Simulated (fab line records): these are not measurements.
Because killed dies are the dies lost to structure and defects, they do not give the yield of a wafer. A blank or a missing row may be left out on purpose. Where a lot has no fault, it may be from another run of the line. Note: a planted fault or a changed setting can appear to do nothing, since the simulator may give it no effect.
fab line records -- flow n5-finfet
record: lots: 5, wafers: 15, last-day: 17
route steps=1938 shown BEOL_M0_CUTY@711 BEOL_M0@715 BEOL_M1@751 BEOL_M4@1111 PASSIVATION@1936
lots untouched by any fault: they come from a run of this same line in which no faults occurred
start-h: the number of hours between the record's first day and the start of the first shown wafer of the lot -- wait-h: how many hours have passed since the lot's step before this one -- " as in the row above -- L1.1+2: a row that stands for several wafers -- - no value, or no start was given -- * or withheld: withheld -- < > ~ a bound
route shown NAME@n: a module of which the file shows steps, and the number in the route of the first -- usual: mean/standard deviation taken from wafers without a fault -- same: alike in all rows -- chamber/n: place in a boat -- sites: per-site readings -- _std_site: how widely they spread, as a standard deviation -- _edge_site: the outer-site mean with the inner-site mean subtracted -- radius-mm: how far each site lies from the wafer's centre -- mask NAME#n: copy n -- behind: the most recent tool/chamber to have shaped the wafer -- hold: what put the lot on hold/how long, in hours/how the hold closed -- device: which transistor (n, p or np) failed to switch -- end of line: tests run on the same wafers once the route is complete -- step lacking rows: just its recipe -- killed: count of dies lost to structure and defects at first sort (not the wafer's yield) -- map: a wafer's dies, x killed, . not, _ none there
set.NAME: the setting as run; set.NAME@STEP: as run at that earlier step -- model.NAME: the simulator's own value behind a step, which no gauge read
lots seen at some steps along the route; tables by step, rows by wafer
services: from which hour (start-h, from the record's first day; less than 0 if before it) a tool's chamber was out of use, for how many hours, and why
== steps ==
step: N5_BEOL_M0_CUTY_DESCUM_61
recipe: chemistry: O2, time-s: 7.9, source-power-w: 50, bias-power-w: 20, pressure-mtorr: 20, rf-frequency-hz: 2.712e+07, temp-c: 40, resist: CAR-ArF-block, o2-flow-sccm: 225
step: N5_BEOL_M0_CUTY_ETCH_62
recipe: chemistry: CF4, target: SiARC, mask-material: CAR-ArF-block, time-s: 58.5, ion-energy-ev: 80, pressure-mtorr: 40, source-w: 545, bias-w: 36, Ar_flow_sccm: 100, cf4-flow-sccm: 100, ends: cleared
step: N5_BEOL_M0_CUTY_ETCH_63
recipe: chemistry: N2/H2, target: SOC, target-depth-a: 827, overetch-a: 165, mask-material: SiARC, temp-c: 40, ion-energy-ev: 200, time-s: 124, pressure-mtorr: 30, source-w: 840, bias-w: 150, n2-flow-sccm: 200, h2-flow-sccm: 200
step: N5_BEOL_M0_CUTY_STRIP_64
recipe: chemistry: N2/H2, temp-c: 40, n2-flow-sccm: 200, h2-flow-sccm: 200, rf-frequency-hz: 6e+07
step: N5_BEOL_M0_ETCH_138
recipe: chemistry: CH3F/O2, target-depth-a: 120, target: SiCN, time-s: 31.6, ion-energy-ev: 120, pressure-mtorr: 30, source-w: 395, bias-w: 75, Ar_flow_sccm: 150, CH3F_flow_sccm: 30, O2_flow_sccm: 20, ends: cleared
step: N5_BEOL_M0_HM_OPEN_105
recipe: chemistry: Cl2/BCl3, target-depth-a: 120, target: TiN, ion-energy-ev: 150, pressure-mtorr: 10, icp-w: 1000, bias-w: 126, Cl2_flow_sccm: 53.25, bcl3-flow-sccm: 21.75, Ar_flow_sccm: 25
step: N5_BEOL_M0_STRIP_140
recipe: chemistry: CF4, resist: SiARC, power-w: 300, bias-power-w: 75, pressure-mtorr: 50, cf4-flow-sccm: 150, rf-frequency-hz: 6e+07
step: N5_BEOL_M0_STRIP_104
recipe: chemistry: N2/H2, power-w: 450, temp-c: 40, pressure-mtorr: 20, rf-frequency-hz: 6e+07, overash-fraction: 0.3, bias-power-w: 7, h2-frac: 0.5, n2-flow-sccm: 200, h2-flow-sccm: 200
step: N5_BEOL_M0_WET_ETCH_106
recipe: chemistry: DHF, dilution: 10:1, temp-c: 25, target: SiO2, target-depth-a: 1300, dry: ipa-marangoni, rinse-time-s: 30, rinse-temp-c: 23
step: N5_BEOL_M0_ETCH_128
recipe: chemistry: CF4/N2, target-depth-a: 120, overetch-a: 51, target: SiCN, time-s: 21.4, ion-energy-ev: 150, pressure-mtorr: 40, source-w: 430, bias-w: 70, Ar_flow_sccm: 100, cf4-flow-sccm: 60, n2-flow-sccm: 60
step: N5_BEOL_M0_TRENCH_ETCH_107
recipe: chemistry: C4F6/O2, target-depth-a: 328, target: SiOC, time-s: 16.4, ion-energy-ev: 250, pressure-mtorr: 30, source-w: 355, bias-w: 185, Ar_flow_sccm: 300, C4F6_flow_sccm: 10, O2_flow_sccm: 10
step: N5_BEOL_M0_STRIP_142
recipe: chemistry: N2/H2, time-s: 10, power-w: 450, temp-c: 40, pressure-mtorr: 20, rf-frequency-hz: 6e+07, bias-power-w: 7, n2-flow-sccm: 200, h2-flow-sccm: 200
usual: bias-power-w: 7.003/0.02, chamber-pressure-mTorr: 19.999/0.018, drypump-motor-current-A: 5.8/0.44, oes-product-au: 0.82/0.091, rf-vpp-V: 59.2/0.92, showerhead-plenum-p-Torr: 2.57/0.068, throttle-valve-pct: 23.7/0.32
lot.wafer,tool,chamber,start-h,wait-h,bias-power-w,chamber-pressure-mTorr,drypump-motor-current-A,oes-product-au,rf-hours-counter-h,rf-vpp-V,showerhead-plenum-p-Torr,throttle-valve-pct
L802.2,rie-diel-03,3,172.57,0.0,-,-,-,-,-,-,-,-
L802.3,rie-diel-03,2,172.57,0.0,-,-,-,-,-,-,-,-
L802.4,rie-diel-03,0,172.57,0.0,-,-,-,-,-,-,-,-
L803.1,rie-diel-06,2,183.41,0.0,-,-,-,-,-,-,-,-
L803.2,rie-diel-06,1,183.41,0.0,-,-,-,-,-,-,-,-
L803.6,rie-diel-06,1,183.41,0.0,-,-,-,-,-,-,-,-
L804.2,rie-diel-06,3,190.10,0.0,-,-,-,-,-,-,-,-
L804.3,rie-diel-06,1,190.10,0.0,-,-,-,-,-,-,-,-
L804.6,rie-diel-06,0,190.10,0.0,-,-,-,-,-,-,-,-
L808.3,rie-diel-06,1,211.05,0.0,6.994,19.981,6.1,0.88,48,60.3,2.70,23.3
L808.5,rie-diel-06,0,211.05,0.0,6.986,20.009,5.1,0.77,-,59.0,2.65,23.9
L808.6,rie-diel-06,3,211.05,0.0,6.968,20.006,5.7,0.75,-,57.4,2.53,24.3
L815.1,rie-diel-03,0,246.12,0.0,7.000,20.033,5.9,0.88,39,59.7,2.58,23.8
L815.5,rie-diel-03,0,246.12,0.0,6.986,20.027,5.9,0.88,-,59.4,2.58,23.8
L815.6,rie-diel-03,3,246.12,0.0,6.997,20.007,5.8,0.90,-,59.6,2.48,23.5
step: N5_BEOL_M0_HM_STRIP_129
recipe: chemistry: peroxide-tin-strip, material: TiN, target-depth-a: 170, temp-c: 50, time-s: 108
step: N5_BEOL_M0_SRD_130
recipe: time-s: 30, temp-c: 23, rinse-liquid: diw, dry: ipa-marangoni
step: N5_BEOL_M0_ETCH_109
recipe: chemistry: CH3F/O2, target-depth-a: 80, overetch-a: 24, target: SiCN, time-s: 27.4, ion-energy-ev: 120, pressure-mtorr: 30, source-w: 395, bias-w: 75, Ar_flow_sccm: 150, CH3F_flow_sccm: 30, O2_flow_sccm: 20
step: N5_BEOL_M0_STRIP_139
recipe: chemistry: post-etch-residue-remover, time-s: 60, temp-c: 25, remover-ph: withheld, remover-water-wt-pct: withheld, remover-fluoride-wt-pct: withheld
step: N5_BEOL_M0_SRD_111
recipe: time-s: 30, temp-c: 23, rinse-liquid: diw, dry: ipa-marangoni
step: N5_BEOL_M0_DEGAS_112
recipe: ambient: vacuum, temp-c: 250, time-s: 60
step: N5_BEOL_M0_PRE_CLEAN_113
recipe: gas: H2/He, time-s: 30, temp-c: 250
step: N5_BEOL_M0_ALD_136
recipe: material: TaN, target-thk-a: *, temp-c: 275, ald-precursor-family: PDMAT, ald-co-reactant: NH3, pressure-torr: 3, carrier-flow-sccm: 1500, pulse-time-s: 2, purge-time-s: 3, co-reactant-purge-time-s: 2, co-reactant-pulse-time-s: 3, ald-cycles: 30, precursor-vessel-temp-c: 75, precursor-vessel-pressure-torr: 26.25, precursor-vessel-carrier-sccm: 1000
step: N5_BEOL_M0_SURFACE_TREAT_137
recipe: gas: Ar, time-s: *, ion-energy-ev: *, ion-current-ma-cm2: 0.5, pressure-mtorr: *, ar-flow-sccm: 30
step: N5_BEOL_M0_CVD_115
recipe: material: Co, target-thk-a: *, temp-c: withheld, precursor: CCTBA/H2, pressure-torr: 30, time-s: 120
step: N5_BEOL_M0_SPUTTER_116
recipe: material: Cu, target-thk-a: 40, temp-c: -20, chamber-pressure-pa: 0.07, power-w: withheld, time-s: 7.37
step: N5_BEOL_M0_ANNEAL_117
recipe: temp-c: 400, time-s: 60, ambient: vacuum
step: N5_BEOL_M0_SPUTTER_132
recipe: material: Cu, target-thk-a: 40, temp-c: -20, chamber-pressure-pa: 0.07, power-w: withheld, time-s: 7.37
step: N5_BEOL_M0_ANNEAL_133
recipe: temp-c: 400, time-s: 60, ambient: vacuum
step: N5_BEOL_M0_SPUTTER_134
recipe: material: Cu, target-thk-a: 40, temp-c: -20, chamber-pressure-pa: 0.07, power-w: withheld, time-s: 7.37
step: N5_BEOL_M0_ANNEAL_135
recipe: temp-c: 400, time-s: 60, ambient: vacuum
step: N5_BEOL_M0_SPUTTER_141
recipe: material: Cu, target-thk-a: 40, temp-c: -20, chamber-pressure-pa: 0.07, power-w: withheld, time-s: 7.37
step: N5_BEOL_M0_ECD_118
recipe: material: Cu, target-thk-a: 3000
step: N5_BEOL_M0_ANNEAL_119
recipe: temp-c: 225, time-s: 90, ambient: N2
step: N5_BEOL_M0_CMP_120
recipe: stop-on: SiOC, t-overpolish-s: 6.9, down-force-psi: 1, platen-rpm: 50, clearing-platen-down-force-psi: 1.5, clearing-platen-rpm: 50, post-cmp-clean: cu-alkaline, clearing-platen-pad-velocity-m-s: 0.99484, pad-velocity-m-s: 0.99484
step: N5_BEOL_M0_PRE_CLEAN_131
recipe: gas: NH3/H2, time-s: 15, temp-c: *, rf-power-w: 300
step: N5_BEOL_M0_CO_CAP_123
recipe: material: Co, target-thk-a: 20, temp-c: 200, precursor: CCTBA/H2, pressure-torr: 30, time-s: 102.1
step: N5_BEOL_M0_PRE_CLEAN_124
recipe: gas: NH3, time-s: 15, temp-c: withheld, rf-power-w: 300
step: N5_BEOL_M0_DEP_125
recipe: material: SiCN, target-thk-a: 80, temp-c: withheld, precursor: 3MS/NH3, pressure-torr: 3, rf-w: 202, time-s: 14
step: N5_BEOL_M1_ILD_DEP_00
recipe: material: SiOC, target-thk-a: 790, temp-c: 350, precursor: DEMS/O2, pressure-torr: 5, rf-w: 500, time-s: 15.3
step: N5_BEOL_M4_RC_MEAS_101
usual: DIBL_N: 36.0/1.7, DIBL_P: 36.0/2, IOFF_N: 0.156/0.028, IOFF_P: 0.21/0.04, ION_N: 673/12, ION_P: 463/8.3, SS_N: 71.4/0.6, SS_P: 73.3/0.66, VT_N: 250/3, VT_P: -250/3.8
lot.wafer,tool,chamber,start-h,wait-h,DIBL_N[mV/V],DIBL_P[mV/V],IOFF_N[nA/um],IOFF_P[nA/um],ION_N[uA/um],ION_P[uA/um],SS_N[mV/dec],SS_P[mV/dec],VT_N[mV],VT_P[mV]
L802.2,prober-02,0,216.41,0.2,36.8,36.4,0.157,0.19,676,466,71.6,73.1,252,-252
L802.3,prober-02,0,216.41,0.2,38.0,38.0,0.187,0.22,675,461,72.2,73.6,248,-253
L802.4,prober-02,0,216.41,0.2,35.2,34.8,0.135,0.18,681,468,71.1,72.6,252,-254
L803.1,prober-02,0,226.85,0.0,33.4,33.8,0.127,0.20,668,462,71.3,72.1,252,-246
L803.2,prober-02,0,226.85,0.0,34.8,35.0,0.141,0.22,662,458,72.1,73.4,254,-246
L803.6,prober-02,0,226.85,0.0,32.9,32.3,0.119,0.19,663,456,71.0,72.1,255,-246
L804.2,prober-01,0,236.28,0.2,35.0,33.1,0.144,0.19,672,462,71.6,73.4,252,-250
L804.3,prober-01,0,236.28,0.2,38.2,37.6,0.206,0.27,690,476,73.0,74.1,246,-246
L804.6,prober-01,0,236.28,0.2,36.8,36.5,0.187,0.26,696,485,71.3,73.8,244,-246
L808.3,prober-02,0,254.33,0.3,33.7,33.7,0.131,0.16,664,451,70.9,73.4,251,-256
L808.5,prober-02,0,254.33,0.3,34.3,34.9,0.139,0.17,663,460,71.5,73.0,253,-254
L808.6,prober-02,0,254.33,0.3,35.4,35.7,0.154,0.18,677,458,72.2,73.6,248,-253
L815.1,prober-01,0,298.51,0.0,33.8,32.2,0.107,0.14,638,443,71.5,72.4,257,-259
L815.5,prober-01,0,298.51,0.0,33.1,31.8,0.107,0.13,661,452,71.0,71.8,255,-258
L815.6,prober-01,0,298.51,0.0,36.6,36.4,0.147,0.18,663,455,71.3,73.4,253,-255
step: N5_PASSIVATION_PROBE_49
usual: defect-limited-yield: 91.6/1.6, killed_at_M0_to_M3: 31/10, killed_at_M4_up: 14/6.3, killed-at-contacts: 12/6.1, killed-at-front-end: 39/12, killed-at-other: 3.7/2.8, killed-dies: 100/19, killed-on-rim: 13/4.2, killed-open: 66/14, killed-short: 33/8.1, sort_bin_5_function: 5.0/1.1, sort_bin_6_memory: 3.2/0.66, sort_bin_8_speed: 0.01/0.077, sort-n-pass: 1080/18, sort-yield-pct: 91.6/1.6
same: gross-dies: 1180, killed-at-back-side: 0, sort_bin_4_leakage[%]: 0
lot.wafer,tool,chamber,start-h,wait-h,defect-limited-yield[%],killed_at_M0_to_M3,killed_at_M4_up,killed-at-contacts,killed-at-front-end,killed-at-other,killed-dies,killed-on-rim,killed-open,killed-short,sort_bin_5_function[%],sort_bin_6_memory[%],sort_bin_8_speed[%],sort-n-pass,sort-yield-pct[%]
L803.1,prober-01,-,331.02,0.0,86.0,110,13,6,36,0,165,18,121,44,8.1,5.6,0,1015,86.0
L803.2,prober-01,-,331.07,0.1,87.0,97,13,8,34,1,153,19,112,37,7.4,5.2,0,1027,87.0
L803.6,prober-01,-,331.27,0.3,86.4,108,15,4,32,1,160,21,122,37,8.3,5.2,0,1020,86.4
L802.2,prober-02,-,334.38,0.1,88.1,86,13,3,36,2,140,16,100,40,7.3,4.3,0,1040,88.1
L802.3,prober-02,-,334.43,0.1,87.7,94,10,2,33,6,145,20,100,42,5.8,6.1,0,1035,87.7
L802.4,prober-02,-,334.48,0.2,87.5,97,12,3,30,6,148,22,115,32,7.2,5.1,0,1032,87.5
L804.2,prober-01,-,339.29,0.1,85.4,115,16,14,18,9,172,26,129,42,8.2,6.3,0,1008,85.4
L804.3,prober-01,-,339.34,0.1,84.2,111,19,8,37,11,186,23,127,53,9.7,5.3,0,994,84.2
L804.6,prober-01,-,339.49,0.3,86.8,89,18,9,37,3,156,19,112,44,7.1,5.7,0,1024,86.8
L808.3,prober-02,-,366.54,0.1,93.2,23,10,2,40,5,80,13,50,28,4.2,2.4,0,1100,93.2
L808.5,prober-02,-,366.64,0.2,90.4,40,15,6,49,3,113,14,69,44,5.2,3.8,0,1067,90.4
L808.6,prober-02,-,366.69,0.3,91.5,16,13,6,64,1,100,11,75,23,5.3,3.1,0,1080,91.5
L815.1,prober-01,-,399.69,0.0,93.3,19,10,20,27,3,79,14,54,22,3.9,2.5,0.93,1090,92.4
L815.5,prober-01,-,399.89,0.2,94.0,18,2,25,24,2,71,4,45,25,3.5,2.2,0,1109,94.0
L815.6,prober-01,-,399.94,0.3,90.9,27,8,18,43,11,107,14,71,34,5.8,3.1,0,1073,90.9
killed by level:class
L803.1 BEOL_M0:geometric-particle:open=49 BEOL_M0_SAQP:geometric-particle:open=19 STI_FIN_REVEAL:geometric-particle:open=16 BEOL_M0:geometric-particle:short=14 BEOL_M0_SAQP:geometric-particle:short=12 MOL_CONTACT_COAG:geometric-particle:open=5 BEOL_M1:geometric-particle:open=5 BEOL_M3:geometric-particle:open=5
L803.2 BEOL_M0:geometric-particle:open=54 BEOL_M0:geometric-particle:short=14 FIN_SAQP:geometric-particle:open=9 BEOL_M4:geometric-particle:open=9 MOL_CONTACT_COAG:geometric-particle:open=7 BEOL_M0_SAQP:geometric-particle:open=7 BEOL_M0_SAQP:geometric-particle:short=7 BEOL_M3:geometric-particle:open=6
L803.6 BEOL_M0:geometric-particle:open=64 BEOL_M0:geometric-particle:short=17 BEOL_M3:geometric-particle:open=12 FIN_SAQP:geometric-particle:open=12 BEOL_M0_SAQP:geometric-particle:open=6 BEOL_M0_SAQP:geometric-particle:short=5 MOL_CONTACT_COAG:geometric-particle:open=4 STARTING-WAFER:geometric-particle:short=4
L802.2 BEOL_M0:geometric-particle:open=58 BEOL_M0:geometric-particle:short=15 STI_FIN_REVEAL:geometric-particle:open=8 FIN_SAQP:geometric-particle:open=7 BEOL_M4:geometric-particle:open=6 FIN_SAQP:geometric-particle:short=5 STARTING-WAFER:geometric-particle:short=5 STI_FIN_REVEAL:geometric-particle:short=4
L802.3 BEOL_M0:geometric-particle:open=55 FIN_SAQP:geometric-particle:open=11 BEOL_M0:geometric-particle:short=11 BEOL_M2:geometric-particle:open=8 BEOL_M2:geometric-particle:short=6 BEOL_M0_SAQP:geometric-particle:open=5 FIN_SAQP:geometric-particle:short=4 STI_FIN_REVEAL:geometric-particle:short=4
L802.4 BEOL_M0:geometric-particle:open=69 FIN_SAQP:geometric-particle:open=10 BEOL_M0:geometric-particle:short=10 FIN_SAQP:geometric-particle:short=8 BEOL_M1:geometric-particle:open=5 BEOL_M3:geometric-particle:open=5 BEOL_M2:geometric-particle:open=4 BEOL_M7:geometric-particle:open=4
L804.2 BEOL_M0:geometric-particle:open=72 BEOL_M2:geometric-particle:open=17 BEOL_M0:geometric-particle:short=12 MOL_CONTACT_COAG:geometric-particle:open=11 BEOL_M4:geometric-particle:open=7 GATE_CUT:geometric-particle:short=5 FIN_SAQP:geometric-particle:short=3 MOL_CONTACT_COAG:geometric-particle:short=3
L804.3 BEOL_M0:geometric-particle:open=62 BEOL_M0:geometric-particle:short=17 BEOL_M2:geometric-particle:open=10 BEOL_M4:geometric-particle:open=9 FIN_SAQP:geometric-particle:short=7 MOL_CONTACT_COAG:geometric-particle:open=7 FIN_SAQP:geometric-particle:open=6 DUMMY_GATE:geometric-particle:open=5
L804.6 BEOL_M0:geometric-particle:open=63 BEOL_M0:geometric-particle:short=10 FIN_SAQP:geometric-particle:short=9 BEOL_M4:geometric-particle:open=9 FIN_SAQP:geometric-particle:open=7 STI_FIN_REVEAL:geometric-particle:open=6 MOL_CONTACT_COAG:geometric-particle:open=5 BEOL_M2:geometric-particle:open=5
L808.3 FIN_SAQP:geometric-particle:open=12 SPACER0:geometric-particle:short=8 SPACER0:geometric-particle:open=5 BEOL_M2:geometric-particle:open=5 BEOL_M0:geometric-particle:open=4 FIN_SAQP:geometric-particle:short=3 GATE_CUT:geometric-particle:short=3 BEOL_M1:geometric-particle:open=3
L808.5 FIN_SAQP:geometric-particle:open=12 STI_FIN_REVEAL:geometric-particle:open=10 BEOL_M0_SAQP:geometric-particle:short=9 BEOL_M3:geometric-particle:open=8 GATE_CUT:geometric-particle:short=6 BEOL_M1:geometric-particle:open=6 FIN_SAQP:geometric-particle:short=5 BEOL_M0:geometric-particle:open=5
L808.6 FIN_SAQP:geometric-particle:open=14 STI_FIN_REVEAL:geometric-particle:open=9 DUMMY_GATE:geometric-particle:open=8 GATE_CUT:geometric-particle:open=7 MOL_CONTACT_COAG:geometric-particle:open=6 GATE_CUT:geometric-particle:short=5 BEOL_M1:geometric-particle:open=5 FIN_SAQP:geometric-particle:short=4
L815.1 MOL_CONTACT_COAG:geometric-particle:open=15 FIN_SAQP:geometric-particle:open=6 BEOL_M0_SAQP:geometric-particle:open=6 FIN_SAQP:geometric-particle:short=5 MOL_CONTACT_COAG:geometric-particle:short=5 STI_FIN_REVEAL:geometric-particle:open=4 BEOL_M0_SAQP:geometric-particle:short=3 BEOL_M1:geometric-particle:short=3
L815.5 MOL_CONTACT_COAG:geometric-particle:open=20 BEOL_M0_SAQP:geometric-particle:open=7 GATE_CUT:geometric-particle:short=6 MOL_CONTACT_COAG:geometric-particle:short=5 BEOL_M0_SAQP:geometric-particle:short=5 FIN_SAQP:geometric-particle:short=4 STARTING-WAFER:geometric-particle:open=4 FIN_SAQP:geometric-particle:open=3
L815.6 MOL_CONTACT_COAG:geometric-particle:open=13 FIN_SAQP:geometric-particle:open=8 STI_FIN_REVEAL:geometric-particle:open=7 GATE_CUT:geometric-particle:short=7 BEOL_M0_SAQP:geometric-particle:short=7 BEOL_M1:geometric-particle:open=7 BEOL_M0_SAQP:geometric-particle:open=6 MOL_CONTACT_COAG:geometric-particle:short=5
map L802.4 (x killed, . not)
_________________.........xx.________________
______________..x.x.....xxx....._____________
___________......xx...........x....__________
__________......x....x.......x..x..._________
________....x......x....x.x..x.......x_______
_______...x.x........x............x....______
______.......x...xx.............x......._____
_____........x..............x.xx......xxx____
____x.........................xx......xx..___
___...x.......x.............x....xx.......x__
___.x.........................x............__
__.....x.....x.x.............x.........x...._
__.x......................x.............xx.._
_.x.x.........x.....x..x.................x...
_x.......xx...........x.x...x..x.............
_................x...........................
_................x..........x.x........x.....
_..........x............................x....
_x.............................x.............
_x...x...x........x.x...x.x.x.x..............
_......x..........x...................x.....x
__........x.........x.x.x...x...x..x........_
__....x.....................x........x....x._
___...xx...........x..x..xx................__
___.....x...x..x.xxx..x.x...........x......__
____......xx...............x..x...........___
_____.x........x..................x.....x____
______x...........xx......x......x....x._____
_______......x.x.........x....xxx..x...______
________............x................._______
__________................x.x......._________
___________....x........x........x.__________
______________...x.............x_____________
_________________...x........________________
map L803.1 (x killed, . not)
_________________.x.....xx...________________
______________.x...x......x....._____________
___________.x.x...x.........x.....x__________
__________.....x..x..xx.x..x........_________
________........x......xx.x..xx......._______
_______.x.....x........x....x...x......______
______..x..x...x.x............x........._____
_____.x....x...xx.xxxxx....x.............____
____.....x..x...x.........................___
___.....................xxx.x..............__
___..........x.....x.......x.....x...x..x..__
__...x.....x.............x.xx........x......_
__...............x......x...xx.............._
_............x.........x...x..x.......x.x....
_x..........x......xxx.....x....x..x.........
_.....................x..........x...x.......
_....x..............x...x...x..........x.....
_.....x.......x..........................x.x.
_...x.........xx............xx.........x...x.
_.......................xxx.....x......x.....
_..x...x..x.x......x...............x.........
__..............x......x.................x.._
__.x.x......x........x...x...............x.._
___...............x.........x.....x......x.__
___....x.x...x...x.......xx...x..........x.__
____...xx..x.x..x....x....................___
_____......xxx......x..x...x..x..x.......____
______.....x.xx........................._____
_______.x........x...x...............x.______
________.x.............x.....x........_______
__________..x....xx...x............._________
___________........x...............__________
______________..xx.x...x....x..._____________
_________________............________________
== services ==
tool,chamber,start-h,hours,kind
rie-diel-06,3,155.87,5.8,repair
rie-diel-06,2,184.66,-,clean
rie-diel-06,2,184.66,-,consumable-replace:focus-ring
rie-diel-06,2,184.66,21.6,scheduled-down
rie-diel-06,2,184.66,21.6,vent-cycle
rie-diel-03,-,221.21,0.3,repair
== key ==
first-sign: step: N5_BEOL_M0_STRIP_142, reading: tool-record, direction: missing
effect: step: N5_PASSIVATION_PROBE_49, reading: killed_at_M0_to_M3, direction: up, sigmas: 6.8, usual: 31, struck: 101
more-kills-born-at: N5_BEOL_M0_STRIP_142@rie-diel-06: 438, N5_BEOL_M0_STRIP_142@rie-diel-03: 209
met-at N5_BEOL_M0_STRIP_142
struck-wafers L802.2,L802.3,L802.4,L803.1,L803.2,L803.6,L804.2,L804.3,L804.6
fault: kind: skipped-step-whole, tool: rie-diel-03,rie-diel-06, chamber: -, onset-h: 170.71, steps: N5_BEOL_M0_STRIP_142, scope: struck-lots-only
